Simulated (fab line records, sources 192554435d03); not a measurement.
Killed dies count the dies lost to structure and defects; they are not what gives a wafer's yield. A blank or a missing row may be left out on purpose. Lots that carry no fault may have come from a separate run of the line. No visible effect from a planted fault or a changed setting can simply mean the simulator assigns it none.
Matching of chambers :: flow n5-finfet :: rie-diel-03 running N5_BEOL_M1_ETCHBACK_99: 4 sister chambers
The step etches SiO2 in CHF3, target depth 5 nm, time 10.4 s. 4 wafers are shown with their chamber, then 7 later ones without.

WAFERS, EACH WITH ITS CHAMBER
wafer: L087.4
chamber: 1
showerhead-plenum-p-Torr (Torr): 2.05

wafer: L088.4
chamber: 2
showerhead-plenum-p-Torr (Torr): 2.22

wafer: L088.5
chamber: 0
showerhead-plenum-p-Torr (Torr): 2.23

wafer: L089.5
chamber: 3
showerhead-plenum-p-Torr (Torr): 2.10

WAFERS WITH NO CHAMBER GIVEN
wafer: L089.6
showerhead-plenum-p-Torr (Torr): 2.22

wafer: L094.2
showerhead-plenum-p-Torr (Torr): 2.10

wafer: L094.4
showerhead-plenum-p-Torr (Torr): 2.23

wafer: L094.5
showerhead-plenum-p-Torr (Torr): 2.05

wafer: L096.1
showerhead-plenum-p-Torr (Torr): 2.23

wafer: L096.4
showerhead-plenum-p-Torr (Torr): 2.04

wafer: L096.5
showerhead-plenum-p-Torr (Torr): 2.04

THE CHAMBER EACH PASSED THROUGH
wafer: L089.6
from the rows above: can't be placed: 2 or 0
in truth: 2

wafer: L094.2
from the rows above: 3
in truth: 3

wafer: L094.4
from the rows above: can't be placed: 0 or 2
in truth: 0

wafer: L094.5
from the rows above: 1
in truth: 1

wafer: L096.1
from the rows above: can't be placed: 0 or 2
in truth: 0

wafer: L096.4
from the rows above: 1
in truth: 1

wafer: L096.5
from the rows above: 1
in truth: 1
Correct placement for 4 of the 7. Unplaceable from these rows: 3, with the true chamber sitting among the candidates in 3. Placed wrongly: 0.
How it was worked out, from the rows above alone: a wafer's distance from a chamber is the root of the sum, over the readings, of the square of ((its reading less the chamber's mean) divided by the reading's scatter). The wafer belongs to the nearest chamber; if the next one is less than 2 further off, it can't be placed. For every chamber, the mean is computed from those of its wafers that are shown. The scatter: with one shown wafer a chamber, the root of the mean of the squares of how far each hidden wafer lies from its nearest shown one.
